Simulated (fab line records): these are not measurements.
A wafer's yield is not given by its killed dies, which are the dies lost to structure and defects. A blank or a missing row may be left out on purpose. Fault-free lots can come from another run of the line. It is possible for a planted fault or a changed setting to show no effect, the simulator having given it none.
Split-lot study | flow n5Finfet | 7 lots, 39 wafers read, on a route of 1938 steps

THE SPLIT
At N5_HKMG_FIN_ETCH_55 (etches SOC in N2/H2, target depth 240 nm, time 300 s), the setting biasW was moved away from the recipe's 150 W on 15 of the 39 wafers read, by -19.1% to +10.3%. All remaining wafers had this setting at the recipe value.

The split's own step is where the reading is taken.

THE READING
rfVppV, in V, at N5_HKMG_FIN_ETCH_55 (etches SOC in N2/H2, target depth 240 nm, time 300 s). Typical for fault-free wafers on this fab line: 523.9 V, with standard deviation 2.4 V.

wafer  | tool, chamber at the split | biasW as run, W | against the recipe | rfVppV, V | against lot-mates on the recipe
L078.1 | rieDiel-05, 2              | 161.7           | +7.8%              | 549.5     | +26.4
L078.2 | rieDiel-05, 0              | 161.7           | +7.8%              | 549.7     | +26.6
L078.3 | rieDiel-05, 3              | 150             | recipe             | 522.9     | -
L078.4 | rieDiel-05, 1              | 161.7           | +7.8%              | 549.7     | +26.6
L078.5 | rieDiel-05, 2              | 150             | recipe             | 523.7     | -
L078.6 | rieDiel-05, 3              | 150             | recipe             | 522.6     | -
L081.1 | rieDiel-02, 1              | 150             | recipe             | 528.9     | -
L081.2 | rieDiel-02, 2              | 121.4           | -19.1%             | 458.3     | -67.7
L081.3 | rieDiel-02, 3              | 121.4           | -19.1%             | 457.9     | -68.1
L081.4 | rieDiel-02, 0              | 150             | recipe             | 524.3     | -
L081.5 | rieDiel-02, 0              | 150             | recipe             | 524.8     | -
L081.6 | rieDiel-02, 1              | 121.4           | -19.1%             | 460.5     | -65.5
L085.1 | rieDiel-02, 0              | 124.4           | -17.1%             | 466.3     | -60.9
L085.2 | rieDiel-02, 3              | 124.4           | -17.1%             | 463.6     | -63.6
L085.3 | rieDiel-02, 1              | 150             | recipe             | 529.0     | -
L085.4 | rieDiel-02, 2              | 124.4           | -17.1%             | 466.8     | -60.4
L085.5 | rieDiel-02, 1              | 150             | recipe             | 529.0     | -
L085.6 | rieDiel-02, 0              | 150             | recipe             | 523.7     | -
L090.1 | rieDiel-06, 0              | 160             | +6.7%              | 542.0     | +21.6
L090.2 | rieDiel-06, 2              | 160             | +6.7%              | 548.6     | +28.2
L090.3 | rieDiel-06, 3              | 150             | recipe             | 520.5     | -
L090.4 | rieDiel-06, 1              | 150             | recipe             | 520.2     | -
L090.5 | rieDiel-06, 1              | 150             | recipe             | 520.6     | -
L090.6 | rieDiel-06, 2              | 160             | +6.7%              | 546.5     | +26.1
L091.2 | rieDiel-06, 0              | 150             | recipe             | 520.1     | -
L091.4 | rieDiel-06, 3              | 150             | recipe             | 519.5     | -
L091.6 | rieDiel-06, 2              | 150             | recipe             | 524.8     | -
L094.1 | rieDiel-02, 0              | 150             | recipe             | 524.3     | -
L094.2 | rieDiel-02, 2              | 150             | recipe             | 525.0     | -
L094.3 | rieDiel-02, 3              | 150             | recipe             | 521.7     | -
L094.4 | rieDiel-02, 1              | 150             | recipe             | 526.4     | -
L094.5 | rieDiel-02, 1              | 150             | recipe             | 527.3     | -
L094.6 | rieDiel-02, 0              | 150             | recipe             | 523.5     | -
L097.1 | rieDiel-02, 1              | 165.5           | +10.3%             | 562.0     | +38.0
L097.2 | rieDiel-02, 2              | 150             | recipe             | 525.0     | -
L097.3 | rieDiel-02, 3              | 150             | recipe             | 523.1     | -
L097.4 | rieDiel-02, 0              | 165.5           | +10.3%             | 557.7     | +33.7
L097.5 | rieDiel-02, 3              | 165.5           | +10.3%             | 557.9     | +33.9
L097.6 | rieDiel-02, 2              | 150             | recipe             | 524.0     | -

THE FIT
A straight line over all 39 wafers: rfVppV changes by +3.4 V for each +1% of biasW; r = +1.00; the points scatter about the line by 2.5 V.
The same after taking each lot's own level away (the mean of its wafers on the recipe; 39 wafers): +3.54 V for each +1%; r = +1.00; scatter 1.9 V.
On that fit, the largest move of biasW shifts the reading by 68 V.
Across the lots, their own levels run from 520.43 to 527.23 V, a range of 2.8 times the standard deviation given above.
Consequently the slope shifts little with the lot-to-lot level, the two slopes agreeing.
Check: with one of the wafers moved furthest among these (-19.1%) left out of the fit, the line predicts -67.6 V for it against its lot-mates. It came out at -67.7 V against them.
Tool readings at the split's step, against how far the setting was moved: rfVppV r = +1.00.

THESE WAFERS: OTHER SPLITS
Note: prior to the reading, these wafers also went through further splits. Each is held against what the fit with the lots' levels taken away leaves over:
other split on the same wafers     | wafers away from the commonest value | r with rfVppV (lot level and that fit taken away)
N5_DUMMY_GATE_ETCH_31 targetDepthA | 18                                   | -0.05
N5_SD_EPI_N_EPI_21 epiGrowthTimeS  | 6                                    | +0.00

THE WHOLE CHAIN: every reading that the file lists as answering this split, in the file's order
step                | what it does                                         | reading                                                                          | change (the file's fit)               | r (the file's)
N5_HKMG_FIN_ETCH_55 | etches SOC in N2/H2, target depth 240 nm, time 300 s | rfVppV                                                                           | +3.54 V for each +1% of the setting   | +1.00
N5_HKMG_FIN_ETCH_55 | etches SOC in N2/H2, target depth 240 nm, time 300 s | SiARC_of_HKMG_FIN_COAT_42.thkNm (the simulator's own value, which no gauge read) | -0.187 nm for each +1% of the setting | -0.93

THE FILE'S OWN FIT
rfVppV changes by +3.54 V for each +1% of biasW, r = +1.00.
